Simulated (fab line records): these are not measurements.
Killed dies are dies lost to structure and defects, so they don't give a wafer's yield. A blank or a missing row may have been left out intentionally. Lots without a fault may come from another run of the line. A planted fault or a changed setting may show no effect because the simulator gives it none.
fab line records | flow nand_harc
[record] lots = 14 | wafers = 42 | last_day = 33
route steps=1302 shown P_BONDPAD@380 A_ZERO_WELL@405 A_SOURCE_PLATE@415
lots that met no fault: from a run of the same line without faults
start_h: hours from the record's opening day to when the first of the lot's shown wafers began | wait_h: hours since the lot's step before | " unchanged from the row above | L1.1+2: one row covering several wafers at once | - value missing, or start not given | * or withheld: withheld | < > ~ a bound
route shown NAME@n: names a module that has steps shown in the file, with the first one's number in the route | usual: mean and standard deviation over wafers with no fault | same: alike in all rows | chamber/n: place in a boat | sites: each site's reading | _std_site: their standard deviation | _edge_site: inner sites' mean taken away from outer sites' mean | radius_mm: for every site, how far away it sits from the centre of the wafer | mask NAME#n: copy n | behind: the most recent tool/chamber to have shaped the wafer | hold: the reason the lot was held/the length of the hold in hours/how it ended | device: transistor that didn't switch, given as n, p or np | end of line: the tests these same wafers got at the end of their route | step lacking rows: just its recipe | killed: at the first sort, the dies lost to defects and structure; wafer yield is something else | map: dies across one wafer; x = killed, . = not, _ = none there
set.NAME: the setting as run; set.NAME@STEP: as run at that earlier step | model.NAME: the simulator's own value behind a step, which no gauge read
one table for each step of the route and one row for each wafer, over a sample of lots
services: the hour from which a tool's chamber was out of use, counted from the record's first day as start_h (under 0 if before that day), plus the number of hours and why
[[steps]]
[step NHARC_P_BONDPAD_CMP_19]
[recipe] t_overpolish_s = 30 | cu_recess_touch_s = 16 | target_thk_nm = 160.81
[usual] motor_current_A = 11.7/1.3 | overpolish_run_s = 30.001/0.0094
lot.wafer | tool   | chamber | start_h | wait_h | motor_current_A | overpolish_run_s
L603.1    | cmp-04 | 0       | 145.05  | -      | 9.2             | 30.006
L603.3    | "      | 1       | "       | "      | 10.7            | 30.001
L603.2    | "      | 2       | "       | "      | 13.2            | 29.995
L604.4    | cmp-02 | 0       | 151.25  | -      | 12.1            | 30.001
L604.1    | "      | 2       | "       | "      | 11.4            | 30.003
L604.5    | "      | 1       | "       | "      | 10.6            | 29.993
L605.2    | cmp-02 | 1       | 161.74  | -      | 10.1            | 30.007
L605.6    | "      | 3       | "       | "      | 10.7            | 30.007
L605.5    | "      | 0       | "       | "      | 12.8            | 30.009
L606.3    | cmp-03 | 1       | 175.53  | -      | 12.8            | 29.989
L606.1    | "      | 2       | "       | "      | 12.8            | 30.005
L606.5    | "      | 1       | "       | "      | 12.7            | 30.011
L609.2    | cmp-03 | 1       | 209.22  | -      | 13.9            | 30.001
L609.3    | "      | 2       | "       | "      | 13.1            | 30.002
L609.6    | "      | 0       | "       | "      | 12.1            | 29.987
L612.3    | cmp-04 | 3       | 233.55  | -      | 11.8            | 30.014
L612.4    | "      | 0       | "       | "      | 10.3            | 29.987
L612.5    | "      | 2       | "       | "      | 14.1            | 30.001
L613.1    | cmp-04 | 2       | 248.17  | -      | 13.4            | 30.001
L613.6    | "      | 2       | "       | "      | 13.7            | 29.991
L613.5    | "      | 3       | "       | "      | 12.2            | 29.997
L614.1    | cmp-04 | 1       | 253.34  | -      | 10.6            | 29.990
L614.4    | "      | 3       | "       | "      | 12.4            | 30.004
L614.5    | "      | 2       | "       | "      | 13.3            | 30.007
L616.4    | cmp-02 | 3       | 285.95  | -      | 10.3            | 30.013
L616.1    | "      | 0       | "       | "      | 12.8            | 29.987
L616.2    | "      | 1       | "       | "      | 10.6            | 29.995
L619.1    | cmp-04 | 3       | 305.68  | -      | 12.6            | 29.992
L619.4    | "      | 2       | "       | "      | 14.2            | 29.993
L619.6    | "      | 0       | "       | "      | 9.9             | 30.006
L621.1    | cmp-03 | 0       | 321.44  | -      | 11.6            | 30.021
L621.5    | "      | 3       | "       | "      | 12.5            | 29.996
L621.6    | "      | 0       | "       | "      | 11.8            | 30.010
L622.4    | cmp-02 | 1       | 341.80  | -      | 10.3            | 29.987
L622.1    | "      | 3       | "       | "      | 9.7             | 29.999
L622.5    | "      | 1       | "       | "      | 10.4            | 30.010
L625.2    | cmp-03 | 0       | 367.02  | -      | 11.7            | 30.013
L625.6    | "      | 2       | "       | "      | 12.2            | 30.009
L625.5    | "      | 3       | "       | "      | 12.8            | 30.005
L624.4    | cmp-02 | 0       | 368.67  | -      | 13.2            | 29.992
L624.2    | "      | 3       | "       | "      | 10.0            | 30.023
L624.6    | "      | 0       | "       | "      | 13.1            | 30.013
[step NHARC_P_BONDPAD_INSPECT_23]
[usual] raw_defect_count = 389/180
lot.wafer | tool              | chamber | start_h | wait_h | raw_defect_count
L603.1    | defect_inspect-01 | -       | 145.56  | 0.0    | 275
L603.2    | "                 | -       | "       | "      | 226
L603.3    | "                 | -       | "       | "      | 437
L604.1    | defect_inspect-01 | -       | 151.78  | 0.0    | 413
L604.4    | "                 | -       | "       | "      | 318
L604.5    | "                 | -       | "       | "      | 342
L605.2    | defect_inspect-01 | -       | 162.21  | 0.0    | 196
L605.5    | "                 | -       | "       | "      | 407
L605.6    | "                 | -       | "       | "      | 346
L606.1    | defect_inspect-01 | -       | 176.05  | 0.0    | 254
L606.3    | "                 | -       | "       | "      | 415
L606.5    | "                 | -       | "       | "      | 307
L609.2    | defect_inspect-02 | -       | 209.71  | 0.0    | 363
L609.3    | "                 | -       | "       | "      | 356
L609.6    | "                 | -       | "       | "      | 405
L612.3    | defect_inspect-02 | -       | 234.06  | 0.0    | 347
L612.4    | "                 | -       | "       | "      | 288
L612.5    | "                 | -       | "       | "      | 213
L613.1    | defect_inspect-02 | -       | 248.69  | 0.0    | 238
L613.5    | "                 | -       | "       | "      | 450
L613.6    | "                 | -       | "       | "      | 536
L614.1    | defect_inspect-02 | -       | 253.87  | 0.0    | 588
L614.4    | "                 | -       | "       | "      | 386
L614.5    | "                 | -       | "       | "      | 376
L616.1    | defect_inspect-01 | -       | 286.47  | 0.0    | 280
L616.2    | "                 | -       | "       | "      | 223
L616.4    | "                 | -       | "       | "      | 346
L619.1    | defect_inspect-02 | -       | 306.20  | 0.0    | 610
L619.4    | "                 | -       | "       | "      | 1074
L619.6    | "                 | -       | "       | "      | 977
L621.1    | defect_inspect-02 | -       | 321.94  | 0.0    | 261
L621.5    | "                 | -       | "       | "      | 396
L621.6    | "                 | -       | "       | "      | 339
L622.1    | defect_inspect-01 | -       | 342.35  | 0.0    | 329
L622.4    | "                 | -       | "       | "      | 318
L622.5    | "                 | -       | "       | "      | 506
L625.2    | defect_inspect-02 | -       | 367.51  | 0.0    | 265
L625.5    | "                 | -       | "       | "      | 459
L625.6    | "                 | -       | "       | "      | 225
L624.2    | defect_inspect-02 | -       | 369.22  | 0.0    | 298
L624.4    | "                 | -       | "       | "      | 403
L624.6    | "                 | -       | "       | "      | 303
[step NHARC_A_ZERO_WELL_ETCH_13]
[recipe] target_depth_a = 1200 | time_s = 40.1 | hbr_flow_sccm = 150 | cl2_flow_sccm = 50 | rf_w = 400 | icp_w = 400 | bias_w = 100 | chemistry = HBr/Cl2
[usual] drypump_motor_current_A = 5.7/0.38 | oes_product_au = 1.000/0.0089 | throttle_valve_pct = 26.405/0.0081
lot.wafer | tool      | chamber | start_h | wait_h | drypump_motor_current_A | oes_product_au | rf_hours_counter_h | throttle_valve_pct
L603.2    | rie_si-06 | 0       | 147.24  | -      | 5.9                     | 1.006          | 0.40               | 26.404
L603.1    | "         | 1       | "       | "      | 5.4                     | 0.998          | 0.37               | 26.403
L603.3    | "         | 2       | "       | "      | 5.3                     | 0.998          | 0.33               | 26.404
L604.1    | rie_si-06 | 2       | 153.45  | -      | 5.3                     | 0.996          | 0.36               | 26.409
L604.4    | "         | 0       | "       | "      | 5.9                     | 0.989          | 0.45               | 26.415
L604.5    | "         | 1       | "       | "      | 5.4                     | 0.989          | -                  | 26.397
L605.2    | rie_si-01 | 0       | 163.93  | -      | 5.7                     | 1.006          | 1.03               | 26.407
L605.5    | "         | 2       | "       | "      | 5.3                     | 1.004          | -                  | 26.410
L605.6    | "         | 3       | "       | "      | 5.5                     | 1.014          | -                  | 26.395
L606.1    | rie_si-06 | 0       | 177.75  | -      | 5.8                     | 0.997          | 0.62               | 26.416
L606.3    | "         | 1       | "       | "      | 5.4                     | 1.003          | 0.62               | 26.395
L606.5    | "         | 3       | "       | "      | 6.3                     | 0.989          | -                  | 26.418
L609.2    | rie_si-06 | 3       | 211.29  | -      | 6.2                     | 1.012          | 0.78               | 26.411
L609.3    | "         | 2       | "       | "      | 5.3                     | 0.999          | 0.75               | 26.392
L609.6    | "         | 0       | "       | "      | 5.8                     | 1.000          | -                  | 26.405
L612.3    | rie_si-01 | 2       | 235.66  | -      | 5.3                     | 1.004          | 0.14               | 26.390
L612.4    | "         | 0       | "       | "      | 5.7                     | 1.013          | -                  | 26.393
L612.5    | "         | 2       | "       | "      | 5.3                     | 1.002          | -                  | 26.407
L613.1    | rie_si-01 | 0       | 250.40  | -      | 5.8                     | 1.023          | 0.37               | 26.397
L613.5    | "         | 3       | "       | "      | 5.5                     | 1.013          | -                  | 26.417
L613.6    | "         | 0       | "       | "      | 5.7                     | 1.018          | -                  | 26.394
L614.1    | rie_si-01 | 2       | 255.58  | -      | 5.4                     | 0.999          | 0.25               | 26.408
L614.4    | "         | 3       | "       | "      | 5.4                     | 1.012          | 0.34               | 26.402
L614.5    | "         | 0       | "       | "      | 5.7                     | 1.009          | -                  | 26.404
L616.1    | rie_si-06 | 0       | 288.18  | -      | 5.9                     | 0.991          | 0.16               | 26.398
L616.4    | "         | 1       | "       | "      | 5.4                     | 0.989          | 0.13               | 26.416
L616.2    | "         | 2       | "       | "      | 5.3                     | 0.992          | 0.19               | 26.400
L619.4    | rie_si-06 | 3       | 307.75  | -      | 6.3                     | 0.994          | 0.38               | 26.404
L619.1    | "         | 1       | "       | "      | 5.4                     | 0.991          | 0.26               | 26.408
L619.6    | "         | 2       | "       | "      | 5.3                     | 0.987          | -                  | 26.400
L621.1    | rie_si-06 | 0       | 323.64  | -      | 5.9                     | 0.978          | 0.25               | 26.410
L621.6    | "         | 1       | "       | "      | 5.4                     | 0.984          | -                  | 26.409
L621.5    | "         | 2       | "       | "      | 5.3                     | 1.004          | -                  | 26.411
L622.4    | rie_si-05 | 0       | 343.89  | -      | 6.0                     | 1.007          | 0.20               | 26.404
L622.1    | "         | 2       | "       | "      | 5.1                     | 0.992          | 0.16               | 26.408
L622.5    | "         | 1       | "       | "      | 6.3                     | 1.010          | -                  | 26.399
L625.2    | rie_si-05 | 2       | 369.26  | -      | 5.1                     | 1.000          | 0.27               | 26.408
L625.6    | "         | 0       | "       | "      | 6.0                     | 1.002          | -                  | 26.405
L625.5    | "         | 1       | "       | "      | 6.3                     | 1.007          | -                  | 26.400
L624.4    | rie_si-06 | 2       | 370.88  | -      | 5.3                     | 1.001          | 0.73               | 26.427
L624.2    | "         | 1       | "       | "      | 5.4                     | 0.995          | 0.57               | 26.406
L624.6    | "         | 2       | "       | "      | 5.3                     | 0.988          | -                  | 26.414
[step NHARC_A_SOURCE_PLATE_OXIDE_02]
[recipe] target_thk_a = 100 | temp_c = 900 | ox_time_s = 1362 | material = SiO2
[usual] ox_temp_c = 900.0/0.42 | spike_tc_centre_C = 901.1/1.2 | zone_power_bottom_pct = 27.9/1.5
lot.wafer | tool       | chamber | start_h | wait_h | ox_temp_c | spike_tc_centre_C | zone_power_bottom_pct
L603.1    | furnace-01 | 0       | 152.63  | -      | 900.3     | 901.8             | 29.9
L603.2    | "          | 0       | "       | "      | 900.1     | 899.5             | 28.7
L603.3    | "          | 0       | "       | "      | 899.5     | 901.2             | 29.6
L604.1    | furnace-01 | 0       | 157.79  | -      | 900.5     | 900.8             | 29.3
L604.4    | "          | 0       | "       | "      | 900.5     | 900.4             | 28.7
L604.5    | "          | 0       | "       | "      | 900.2     | 900.3             | 29.4
L605.2    | furnace-01 | 0       | 168.24  | -      | 899.1     | 900.0             | 29.6
L605.5    | "          | 0       | "       | "      | 899.9     | 899.9             | 29.1
L605.6    | "          | 0       | "       | "      | 899.7     | 900.4             | 29.4
L606.1    | furnace-06 | 0       | 184.35  | -      | 899.6     | 901.4             | 28.0
L606.3    | "          | 0       | "       | "      | 900.6     | 899.4             | 28.1
L606.5    | "          | 0       | "       | "      | 899.6     | 901.5             | 28.1
L609.2    | furnace-03 | 0       | 219.04  | -      | 899.3     | 902.3             | 25.2
L609.3    | "          | 0       | "       | "      | 899.7     | 901.4             | 25.8
L609.6    | "          | 0       | "       | "      | 899.0     | 901.5             | 25.5
L609.2    | furnace-03 | 0       | 225.66  | 2.9    | 900.5     | 902.0             | 25.7
L609.3    | "          | 0       | "       | "      | 899.6     | 902.2             | 25.6
L609.6    | "          | 0       | "       | "      | 899.6     | 904.9             | 25.5
L612.3    | furnace-03 | 0       | 239.88  | 3.0    | 900.2     | 900.6             | 25.5
L612.4    | "          | 0       | "       | "      | 900.3     | 899.8             | 25.5
L612.5    | "          | 0       | "       | "      | 900.1     | 902.3             | 25.4
L613.1    | furnace-03 | 0       | 254.62  | -      | 900.5     | 903.3             | 25.5
L613.5    | "          | 0       | "       | "      | 900.0     | 901.0             | 25.9
L613.6    | "          | 0       | "       | "      | 900.3     | 902.7             | 25.7
L613.1    | furnace-03 | 0       | 259.77  | 1.4    | 899.5     | 902.1             | 25.3
L613.5    | "          | 0       | "       | "      | 899.9     | 902.8             | 25.5
L613.6    | "          | 0       | "       | "      | 899.8     | 902.6             | 25.8
L614.1    | furnace-03 | 0       | 259.77  | -      | 900.6     | 901.9             | 25.7
L614.4    | "          | 0       | "       | "      | 900.1     | 903.1             | 25.8
L614.5    | "          | 0       | "       | "      | 900.3     | 901.5             | 25.9
L616.1    | furnace-06 | 0       | 289.78  | -      | 899.7     | 903.0             | 28.0
L616.2    | "          | 0       | "       | "      | 899.7     | 902.2             | 28.2
L616.4    | "          | 0       | "       | "      | 899.6     | 900.6             | 27.8
L619.1    | furnace-01 | 0       | 314.86  | -      | 900.0     | 901.6             | 29.1
L619.4    | "          | 0       | "       | "      | 900.7     | 901.4             | 29.4
L619.6    | "          | 0       | "       | "      | 900.5     | 900.6             | 29.3
L621.1    | furnace-06 | 0       | 327.96  | -      | 900.3     | 899.6             | 28.1
L621.5    | "          | 0       | "       | "      | 899.8     | 900.5             | 28.2
L621.6    | "          | 0       | "       | "      | 900.1     | 901.6             | 28.0
L622.1    | furnace-06 | 0       | 348.22  | -      | 899.2     | 899.9             | 28.3
L622.4    | "          | 0       | "       | "      | 899.5     | 901.1             | 28.4
L622.5    | "          | 0       | "       | "      | 900.0     | 901.4             | 27.8
L624.2    | furnace-06 | 0       | 374.99  | -      | 899.6     | 899.3             | 28.1
L624.4    | "          | 0       | "       | "      | 900.8     | 900.8             | 27.9
L624.6    | "          | 0       | "       | "      | 899.6     | 902.7             | 27.3
L625.2    | furnace-06 | 0       | 374.99  | -      | 899.7     | 901.7             | 27.7
L625.5    | "          | 0       | "       | "      | 900.0     | 900.1             | 28.3
L625.6    | "          | 0       | "       | "      | 899.7     | 899.8             | 27.6
[step NHARC_A_SOURCE_PLATE_THK_MEAS_09]
[recipe] thk_meas_gauge = ellipsometry
[usual] thk_nm = 9.7/1.1
lot.wafer | tool          | chamber | start_h | wait_h | thk_nm
L603.1    | film_metro-02 | -       | 156.67  | 0.4    | 9.3
L603.2    | "             | -       | "       | "      | 7.8
L603.3    | "             | -       | "       | "      | 10.2
L604.1    | film_metro-01 | -       | 161.90  | 0.4    | 9.7
L604.4    | "             | -       | "       | "      | 8.5
L604.5    | "             | -       | "       | "      | 11.5
L605.2    | film_metro-01 | -       | 172.26  | 0.4    | 9.9
L605.5    | "             | -       | "       | "      | 9.3
L605.6    | "             | -       | "       | "      | 8.1
L606.1    | film_metro-01 | -       | 188.45  | 0.4    | 9.2
L606.3    | "             | -       | "       | "      | 12.2
L606.5    | "             | -       | "       | "      | 7.9
L609.2    | film_metro-01 | -       | 230.08  | 0.7    | 15.4
L609.3    | "             | -       | "       | "      | 14.4
L609.6    | "             | -       | "       | "      | 16.8
L612.3    | film_metro-01 | -       | 243.99  | 0.4    | 10.1
L612.4    | "             | -       | "       | "      | 9.1
L612.5    | "             | -       | "       | "      | 9.6
L614.1    | film_metro-01 | -       | 263.85  | 0.4    | 11.6
L614.4    | "             | -       | "       | "      | 9.3
L614.5    | "             | -       | "       | "      | 10.2
L613.1    | film_metro-02 | -       | 264.20  | 0.7    | 14.3
L613.5    | "             | -       | "       | "      | 16.6
L613.6    | "             | -       | "       | "      | 16.0
L616.1    | film_metro-01 | -       | 293.86  | 0.4    | 9.1
L616.2    | "             | -       | "       | "      | 8.1
L616.4    | "             | -       | "       | "      | 10.0
L619.1    | film_metro-02 | -       | 318.99  | 0.4    | 11.4
L619.4    | "             | -       | "       | "      | 8.5
L619.6    | "             | -       | "       | "      | 9.5
L621.1    | film_metro-01 | -       | 332.05  | 0.4    | 11.0
L621.5    | "             | -       | "       | "      | 9.0
L621.6    | "             | -       | "       | "      | 11.4
L622.1    | film_metro-01 | -       | 352.24  | 0.4    | 10.6
L622.4    | "             | -       | "       | "      | 11.2
L622.5    | "             | -       | "       | "      | 8.9
L625.2    | film_metro-01 | -       | 378.98  | 0.4    | 9.1
L625.5    | "             | -       | "       | "      | 8.6
L625.6    | "             | -       | "       | "      | 10.7
L624.2    | film_metro-01 | -       | 378.98  | 0.4    | 9.4
L624.4    | "             | -       | "       | "      | 8.5
L624.6    | "             | -       | "       | "      | 9.4
[[services]]
tool       | chamber | start_h | hours | kind
cmp-02     | -       | 131.62  | 3.0   | repair
cmp-02     | -       | 134.67  | 4.0   | pm
cmp-03     | -       | 162.04  | 4.0   | pm
cmp-02     | -       | 167.19  | 2.0   | repair
cmp-02     | -       | 190.03  | 1.0   | repair
rie_si-01  | -       | 193.00  | 9.0   | pm
cmp-02     | -       | 204.19  | 0.5   | repair
cmp-04     | -       | 208.29  | 1.9   | repair
furnace-01 | -       | 210.11  | 26.0  | pm
cmp-04     | -       | 210.20  | 4.0   | pm
rie_si-01  | 1       | 225.29  | 14.7  | repair
cmp-02     | -       | 232.80  | 4.0   | pm
rie_si-06  | -       | 249.00  | 9.0   | pm
cmp-04     | -       | 273.12  | 8.9   | repair
cmp-02     | -       | 281.56  | 4.0   | repair
rie_si-06  | 0       | 290.15  | 7.0   | repair
furnace-03 | -       | 297.35  | 26.0  | pm
cmp-04     | -       | 298.91  | 2.1   | repair
cmp-04     | -       | 308.20  | 4.0   | pm
cmp-02     | -       | 330.80  | 4.0   | pm
cmp-04     | -       | 331.37  | 2.2   | repair
cmp-02     | -       | 336.44  | 1.5   | repair
rie_si-06  | 1       | 363.45  | 5.9   | repair
cmp-04     | -       | 373.86  | 1.7   | repair
[[key]]
[first_sign] step = NHARC_A_SOURCE_PLATE_OXIDE_02 | reading = visit | direction = added
[effect] step = NHARC_A_SOURCE_PLATE_THK_MEAS_09 | reading = thk_nm | direction = up | sigmas = 5.6 | usual = 9.7 | struck = 15.6
met_at NHARC_A_SOURCE_PLATE_OXIDE_02
struck_lots L609,L613
rows_end L609.2,L609.3,L609.6,L613.1,L613.5,L613.6
not_acting_at NHARC_P_BONDPAD_CMP_19,NHARC_P_BONDPAD_INSPECT_23,NHARC_A_ZERO_WELL_ETCH_13
[fault] kind = repeated_step_whole | tool = furnace-01,furnace-03,furnace-06 | chamber = - | onset_h = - | steps = NHARC_A_SOURCE_PLATE_OXIDE_02 | times = 1 | scope = struck_lots_only
// rows_end: these wafers met a further fault down the route, and their rows from its step on are left out
